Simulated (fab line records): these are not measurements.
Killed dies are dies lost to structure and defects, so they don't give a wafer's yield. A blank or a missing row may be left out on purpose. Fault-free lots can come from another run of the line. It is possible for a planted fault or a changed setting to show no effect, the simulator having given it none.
A lot that was struck, set against a sound lot || flow nandHarc || 16 steps out of a route of 1302
Sound: wafers L697.1, L697.2, L697.6. Struck: wafers L691.3, L691.4, L691.6. The cause is named last.
Per side, at each step with rows, come the tool, then ch with its chambers, and then its first start. Under that, the readings that differ: sound wafers || struck wafers || difference of the means || sigmas: that difference in standard deviations of wafers without a fault.
alike: a reading whose means differ by less than 2 such deviations, as well as words and numbers matching on both sides. not compared: withheld readings; readings where some wafer has no value; bounds like >300 that might hide an equal value; numbers whose values overlap and for which the record gives no deviation.
The two part at a step that has a row with sigmas, a row that says differs or no value, or rows on one side only. Non-overlapping numbers with no deviation appear without sigmas and do not part them. Lack of a reading on every wafer of one side parts them only where that side has two or more wafers.

first, 2 steps without rows for these wafers: NHARC_A_ONON_D1_ANNEAL_15 (time 3600 s); NHARC_A_ONON_D1_DEP_16 (target thk 1000 nm).
NHARC_A_ONON_D1_THK_MEAS_18: measures by ellipsometry.
  struck on filmMetro-01, day 12 12:19; sound on filmMetro-02, day 14 22:58
  alike: thkNm
then NHARC_A_ONON_D1_DEP_19 (target thk 1000 nm), 1 step lacking rows for these wafers.
NHARC_A_ONON_D1_THK_MEAS_21: measures by ellipsometry.
  struck on filmMetro-01, day 12 12:52; sound on filmMetro-01, day 14 23:31
  alike: thkNm
then NHARC_A_ONON_D1_DEP_22 (target thk 1000 nm), 1 step lacking rows for these wafers.
NHARC_A_ONON_D1_THK_MEAS_24: measures by ellipsometry.
  struck on filmMetro-02, day 12 13:26; sound on filmMetro-02, day 15 00:05
  alike: thkNm
then NHARC_A_ONON_D1_DEP_25 (target thk 1000 nm), 1 step lacking rows for these wafers.
NHARC_A_ONON_D1_THK_MEAS_27: measures by ellipsometry.
  struck on filmMetro-01, day 12 14:00; sound on filmMetro-02, day 15 00:39
  alike: thkNm
then NHARC_A_ONON_D1_DEP_28 (target thk 1000 nm), 1 step lacking rows for these wafers.
NHARC_A_ONON_D1_THK_MEAS_30: measures by ellipsometry.
  struck on filmMetro-01, day 12 14:34; sound on filmMetro-02, day 15 01:13
  alike: thkNm
NHARC_A_ONON_D1_DEP_33: deposits SiO2, target thk 200 nm.
  sound on pecvd-02 ch 0,1, day 15 01:20; struck on pecvd-01 ch 1,2, day 12 14:43
  alike: chamberPressureTorr, flowSccm, heaterPowerW, rfFwdPowerW, throttleValvePct
NHARC_A_ONON_D1_THK_MEAS_34: measures by ellipsometry.
  struck on filmMetro-01, day 12 15:02; sound on filmMetro-01, day 15 01:41
  alike: thkNm
NHARC_A_ONON_D1_INSPECT_32:
  struck on defectInspect-02, day 12 15:06; sound on defectInspect-02, day 15 01:45
{"reading": "rawDefectCount", "sound": "54 41 70", "struck": "737 720 793", "difference": "+695", "sigmas": "+28"}
NHARC_A_CHANNEL_HOLE_D1_DEP_00: deposits aC, target thk 3100 nm.
  sound on aclDep-03 ch 0, day 15 05:41; struck on aclDep-03 ch 0, day 12 15:47
  alike: throttleValvePct
-- record jumps: 16 days between struck wafers' starts before vs after; left off in module A_CHANNEL_HOLE_D1, resumes in module END, first step shown is number 1302 of the route --
NHARC_END_SORT_01:
  only the struck wafers appear in the record here, on prober-01 ch 0 at day 28 20:41; the sound ones have no rows

WHERE THEY PART
First at NHARC_A_ONON_D1_INSPECT_32; last, within this record, at NHARC_END_SORT_01.

WHY: whatever the simulator had introduced
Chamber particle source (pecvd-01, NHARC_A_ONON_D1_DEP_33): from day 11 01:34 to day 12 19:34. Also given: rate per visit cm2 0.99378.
